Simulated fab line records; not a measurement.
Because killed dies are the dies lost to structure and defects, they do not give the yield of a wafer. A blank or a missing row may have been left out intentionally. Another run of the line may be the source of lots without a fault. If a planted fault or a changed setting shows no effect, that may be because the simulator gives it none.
Chamber matching	flow n5_finfet	N5_SD_EPI_N_DESCUM_14 on rie_diel-05: 4 sister chambers
The step chemistry O2, time 7.9 s. 16 wafers are shown with their chamber, then 8 later ones without.

WAFERS WITH THEIR CHAMBER
wafer	chamber	showerhead_plenum_p_Torr (Torr)	drypump_motor_current_A (A)	throttle_valve_pct (%)
L074.1	3	2.12	5.8	20.84
L074.2	1	2.16	5.3	20.83
L074.4	0	2.01	6.0	20.47
L080.2	1	2.16	5.3	20.83
L080.3	3	2.11	5.8	20.85
L080.6	2	2.15	5.3	20.68
L081.2	0	2.01	6.0	20.49
L081.5	0	2.01	6.0	20.47
L081.6	1	2.16	5.3	20.84
L082.1	1	2.16	5.3	20.85
L082.3	2	2.15	5.3	20.67
L082.4	0	2.01	6.0	20.51
L083.1	3	2.11	5.8	20.85
L083.2	2	2.15	5.3	20.69
L083.4	1	2.16	5.2	20.85
L086.2	2	2.15	5.3	20.73

SIGNATURES (averages over the wafers above)
reading	chamber 0	chamber 1	chamber 2	chamber 3	scatter within a chamber
showerhead_plenum_p_Torr	2.0100	2.1600	2.1500	2.1133	0.00236
drypump_motor_current_A	6.000	5.280	5.300	5.800	0.0258
throttle_valve_pct	20.4850	20.8400	20.6925	20.8467	0.0174
Rule: a wafer lies at a distance from a chamber equal to the root of the sum of squares, over the readings, of (its reading less the chamber's mean, divided by the reading's scatter). If the next closest chamber is less than 2 further off than the closest, the wafer can't be placed; otherwise it belongs to the closest. The scatter: take each reading less its chamber's mean, square it, sum over the shown wafers, divide by the number of wafers less the number of chambers, and take the root.

WAFERS WITH NO CHAMBER GIVEN
wafer	showerhead_plenum_p_Torr (Torr)	drypump_motor_current_A (A)	throttle_valve_pct (%)
L086.4	2.00	6.0	20.52
L086.6	2.15	5.3	20.72
L091.1	2.10	5.8	20.89
L091.2	2.15	5.3	20.70
L091.6	2.11	5.8	20.89
L096.4	2.10	5.8	20.90
L096.5	2.15	5.3	20.67
L096.6	2.00	6.0	20.53

EACH ONE'S CHAMBER
wafer	from the rows above	in truth
L086.4	0	0
L086.6	2	2
L091.1	3	3
L091.2	2	2
L091.6	3	3
L096.4	3	3
L096.5	2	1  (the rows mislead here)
L096.6	0	0
Correctly placed: 7 of 8. Number that these rows cannot place: 0. Placed wrongly: 1.
